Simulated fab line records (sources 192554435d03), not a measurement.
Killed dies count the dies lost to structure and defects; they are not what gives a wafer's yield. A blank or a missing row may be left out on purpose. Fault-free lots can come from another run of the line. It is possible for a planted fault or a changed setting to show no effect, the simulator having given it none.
Split-lot trial | flow n5 finfet | route with 1938 steps; 7 lots, 21 wafers read

== SPLIT DETAILS ==
At N5_BEOL_M10_HM_DEP_02 (deposits TiN, target thk 20 nm), the setting target thk a was moved away from the recipe's 200 angstrom on 5 of the 21 wafers read, by -12.7% to +10.9%. All remaining wafers had this setting at the recipe value.

== FROM THE SPLIT TO THE READING: what the file shows between them, 4 steps ==
- N5_BEOL_M10_ETCH_61: etches SiARC in CF4, target depth 39 nm, time 65 s (also split here: cf4 flow sccm)
- N5_BEOL_M10_ETCH_62: etches SOC in N2/H2, target depth 110 nm, overetch 22 nm, time 165 s
- N5_BEOL_M10_STRIP_68: strips in N2/H2
- N5_BEOL_M10_STRIP_67: strips in CF4

== THE READING ==
etch.depth nm (the simulator's own value, which no gauge read), in nm, at N5_BEOL_M10_HM_OPEN_17 (chemistry Cl2/BCl3, target TiN, target depth 20 nm, overetch 6 nm). The file gives no usual value for it. The 16 wafers here that ran the recipe average 20.15 nm, standard deviation 0.25 nm.

wafer  | tool, chamber at the split | target thk a as run, angstrom | against the recipe | etch.depth nm, nm | against lot-mates on the recipe
L079.1 | pvd sputter-01, -          | 200                           | recipe             | 20.2              | -
L079.2 | pvd sputter-01, -          | 200                           | recipe             | 20.43             | -
L079.3 | pvd sputter-01, -          | 200                           | recipe             | 20.49             | -
L078.3 | pvd sputter-03, -          | 200                           | recipe             | 19.97             | -
L078.5 | pvd sputter-03, -          | 200                           | recipe             | 20.01             | -
L078.6 | pvd sputter-03, -          | 200                           | recipe             | 19.75             | -
L084.2 | pvd sputter-01, -          | 200                           | recipe             | 20.05             | -
L084.3 | pvd sputter-01, -          | 200                           | recipe             | 19.86             | -
L084.4 | pvd sputter-01, -          | 191.2                         | -4.4%              | 19.15             | -0.80
L086.1 | pvd sputter-02, -          | 174.5                         | -12.7%             | 17.76             | -2.59
L086.5 | pvd sputter-02, -          | 200                           | recipe             | 20.49             | -
L086.6 | pvd sputter-02, -          | 200                           | recipe             | 20.21             | -
L089.2 | pvd sputter-03, -          | 200                           | recipe             | 20.42             | -
L089.5 | pvd sputter-03, -          | 200                           | recipe             | 20.44             | -
L089.6 | pvd sputter-03, -          | 200                           | recipe             | 20.28             | -
L092.2 | pvd sputter-02, -          | 200                           | recipe             | 19.86             | -
L092.3 | pvd sputter-02, -          | 200                           | recipe             | 19.8              | -
L092.6 | pvd sputter-02, -          | 221.8                         | +10.9%             | 22.06             | +2.23
L094.2 | pvd sputter-03, -          | 200                           | recipe             | 20.16             | -
L094.5 | pvd sputter-03, -          | 183.8                         | -8.1%              | 18.49             | -1.67
L094.6 | pvd sputter-03, -          | 183.8                         | -8.1%              | 18.6              | -1.56

THE FIT
A straight line over all 21 wafers: etch.depth nm changes by +0.188 nm for each +1% of target thk a; r = +0.97; the points scatter about the line by 0.24 nm.
The same after taking each lot's own level away (the mean of its wafers on the recipe; 21 wafers): +0.202 nm for each +1%; r = +0.99; scatter 0.096 nm.
That fit puts the effect of the largest move of target thk a on the reading at 2.6 nm.
Measured against the standard deviation above, the lots' own levels, which go from 19.830 to 20.380 nm, span 2.2 times it.
The two slopes are in agreement: the lot-to-lot level therefore moves the slope only a little.
Check: -2.55 nm against its lot-mates is what the line predicts for one of the wafers moved furthest among these (-12.7%) when that wafer is left out of the fit. Against them it came out at -2.59 nm.

== OTHER SPLITS ON THESE WAFERS ==
Other splits were also applied to these wafers ahead of the reading. Each is held against what the fit with the lots' levels taken away leaves over:
other split on the same wafers    | wafers away from the commonest value | r with etch.depth nm (lot level and that fit taken away)
N5_BEOL_M8_DESCUM_33 time s       | 6                                    | +0.15
N5_BEOL_M10_ETCH_61 cf4 flow sccm | 6                                    | +0.25

== THE WHOLE CHAIN: every reading that the file lists as answering this split, in the file's order ==
step                   | what it does                                                      | reading                                                                           | change (the file's fit)               | r (the file's)
N5_BEOL_M10_HM_DEP_02  | deposits TiN, target thk 20 nm                                    | TiN_of_BEOL_M10_HM_DEP_02.thk nm (the simulator's own value, which no gauge read) | +0.198 nm for each +1% of the setting | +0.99
N5_BEOL_M10_HM_OPEN_17 | chemistry Cl2/BCl3, target TiN, target depth 20 nm, overetch 6 nm | etch.depth nm (the simulator's own value, which no gauge read)                    | +0.202 nm for each +1% of the setting | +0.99

== FILE'S OWN FIT ==
etch.depth nm changes by +0.202 nm for each +1% of target thk a, r = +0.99.
